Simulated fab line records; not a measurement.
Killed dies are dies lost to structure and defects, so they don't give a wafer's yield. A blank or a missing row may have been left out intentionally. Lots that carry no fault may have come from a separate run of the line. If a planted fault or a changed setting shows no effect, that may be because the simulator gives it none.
Which tool was responsible?	flow nand_harc	36 wafers from 13 lots sampled at 5 of the route's 1302 steps

WHAT EACH GAUGE READ, for each wafer
NHARC_A_BONDPAD_CD_MEAS_09 targets a cd of 500 nm.
lot	measured	on	cd_nm (nm)
L350	day 23 17:19	cd_sem-01	495.8 499.6 497.7
L351	day 24 00:09	cd_sem-02	502.4 502.3 506.0
L353	day 24 17:09	cd_sem-03	497.4 502.6 500.9
L355	day 24 23:15	cd_sem-01	499.2 501.8 502.9
L358	day 25 13:16	cd_sem-02	501.7 499.2 499.7
L356	day 25 16:26	cd_sem-01	498.6 499.2 500.4
L357	day 25 17:46	cd_sem-03	501.9 501.7 500.7
L359	day 27 02:29	cd_sem-01	500.4 500.4 502.0
L364	day 29 14:26	cd_sem-01	500.5 500.7
L367	day 31 06:06	cd_sem-03	501.7 498.8
L368	day 31 07:57	cd_sem-03	500.9 497.2 501.1
L369	day 31 14:50	cd_sem-03	498.8 501.7
L373	day 32 11:48	cd_sem-02	500.8 495.8 500.1

NHARC_END_SORT_01.
lot	measured	on	killed_at_array	killed_at_other	killed_at_periphery	killed_dies	killed_open	killed_short
L364	day 30 20:33	prober-01	57 172	3 1	6 5	66 178	1 3	2 1

EACH LOT AND THE TOOL THAT RAN IT (in order: tool; ch and the chambers of the sampled wafers; start)
lot	NHARC_A_SLIT_DEP_23	NHARC_A_BONDPAD_CMP_19	NHARC_HYBRID_BOND_ACTIVATE_00
L350	pecvd-03 ch 0,1, day 20 10:28	cmp-03 ch 0,3, day 23 19:37	rie_diel-06 ch 0,2, day 23 20:12
L351	pecvd-03 ch 0,2, day 20 10:46	cmp-01 ch 1,2, day 24 02:26	rie_diel-03 ch 1,2,3, day 24 03:03
L353	pecvd-01 ch 1,2, day 21 10:47	cmp-04 ch 0,1, day 24 19:23	rie_diel-03 ch 0,1,2, day 24 20:00
L355	pecvd-02 ch 0,1,2, day 21 13:55	cmp-03 ch 0,1,2, day 25 01:31	rie_diel-06 ch 1,2,3, day 25 02:05
L358	pecvd-01 ch 0,1,2, day 22 03:25	cmp-01 ch 0,1,2, day 25 15:29	rie_diel-08 ch 0,1, day 25 16:05
L356	pecvd-01 ch 1,2, day 22 04:09	cmp-03 ch 0,1, day 25 18:40	rie_diel-08 ch 1,2, day 25 19:15
L357	pecvd-01 ch 0,2, day 22 05:14	cmp-04 ch 0,3, day 25 20:03	rie_diel-06 ch 1,2,3, day 25 20:37
L359	pecvd-01 ch 0,1, day 23 22:54	cmp-01 ch 0,1, day 27 04:43	rie_diel-08 ch 0,1,2, day 27 05:18
L364	pecvd-03 ch 0,2, day 26 03:53	cmp-03 ch 0,1, day 29 16:43	rie_diel-08 ch 0,3, day 29 17:18
L367	pecvd-03 ch 0,2, day 27 19:14	cmp-04 ch 0,1, day 31 08:25	rie_diel-03 ch 0,1, day 31 08:59
L368	pecvd-02 ch 0,1,2, day 27 20:10	cmp-04 ch 0,2,3, day 31 10:14	rie_diel-06 ch 0,1,3, day 31 10:48
L369	pecvd-03 ch 0,1, day 28 01:41	cmp-04 ch 0,1, day 31 17:10	rie_diel-08 ch 1,2, day 31 17:41
L373	pecvd-01 ch 0,1, day 29 00:24	cmp-01 ch 0,1,2, day 32 14:02	rie_diel-03 ch 0,1,3, day 32 14:37
- NHARC_A_SLIT_DEP_23: deposits SiON, target thk 100 nm.
- NHARC_A_BONDPAD_CMP_19: polishes, t overpolish 30 s, cu recess touch 16 s, target thk 169.82 nm.
- NHARC_HYBRID_BOND_ACTIVATE_00: chemistry N2, time 60 s.

WHAT THE TOOLS THEMSELVES READ (means of the sampled wafers that have a number; where no wafer has one, the mark that the record gives instead)
NHARC_A_SLIT_DEP_23.
lot	tool	heater_power_w (W)
L350	pecvd-03	638
L351	pecvd-03	635
L353	pecvd-01	734
L355	pecvd-02	792
L358	pecvd-01	754
L356	pecvd-01	692
L357	pecvd-01	781
L359	pecvd-01	817
L364	pecvd-03	666
L367	pecvd-03	665
L368	pecvd-02	750
L369	pecvd-03	667
L373	pecvd-01	759

NHARC_A_BONDPAD_CMP_19.
lot	tool	motor_current_A (A)	overpolish_run_s (s)
L350	cmp-03	11.4	29.994
L351	cmp-01	11.8	30.001
L353	cmp-04	11.4	30.006
L355	cmp-03	13.4	30.000
L358	cmp-01	11.7	29.998
L356	cmp-03	13.9	30.000
L357	cmp-04	12.6	30.001
L359	cmp-01	11.4	29.998
L364	cmp-03	13.8	29.996
L367	cmp-04	11.7	30.009
L368	cmp-04	12.5	29.996
L369	cmp-04	12.2	29.998
L373	cmp-01	11.8	30.004

NHARC_HYBRID_BOND_ACTIVATE_00.
lot	tool	drypump_motor_current_A (A)	mfc_ar_sccm (sccm)	oes_product_au (a.u.)	rf_vpp_V (V)	showerhead_plenum_p_Torr (Torr)
L350	rie_diel-06	5.1	0.007	0.990	63.9	1.82
L351	rie_diel-03	5.6	0.010	1.004	64.2	1.80
L353	rie_diel-03	5.5	0.014	0.998	64.9	1.86
L355	rie_diel-06	5.5	0.015	1.005	63.7	1.73
L358	rie_diel-08	5.2	0.009	0.990	64.5	1.71
L356	rie_diel-08	5.6	0.014	1.003	64.0	1.75
L357	rie_diel-06	5.5	0.015	1.004	64.0	1.73
L359	rie_diel-08	5.5	0.009	1.000	63.7	1.77
L364	rie_diel-08	5.3	0.018	0.986	64.2	1.75
L367	rie_diel-03	5.5	0.011	0.992	64.0	1.88
L368	rie_diel-06	5.4	0.008	1.002	64.2	1.78
L369	rie_diel-08	5.8	0.014	0.983	63.9	1.78
L373	rie_diel-03	5.6	0.011	1.000	64.7	1.82

THE ANSWER, worked out from the rows above alone
Rule: usual is defined by the lots themselves. Put in order of their means at a reading, lots are off if they are a third of the lots or fewer, leave a main group of 4 or more, and stand apart from it by a gap of 3 or more times the standard deviation of the main group's means; of several such gaps the widest counts. Not used: any main group whose means are identical at the precision the tables above print for the reading. A lot without any number at a reading at which 4 lots or more have one is off too. Any other lot the step has rows for is counted as sound. First the gauges in route order, then the tools' own readings, where a lot's mean is used as printed above. The first step at which some lot is off is used, and at that step the reading that is off furthest; a lot without a number counts as furthest.
Nothing can be told from this: no lot is off at any reading shown.

WHAT WAS PUT IN BY THE SIMULATOR
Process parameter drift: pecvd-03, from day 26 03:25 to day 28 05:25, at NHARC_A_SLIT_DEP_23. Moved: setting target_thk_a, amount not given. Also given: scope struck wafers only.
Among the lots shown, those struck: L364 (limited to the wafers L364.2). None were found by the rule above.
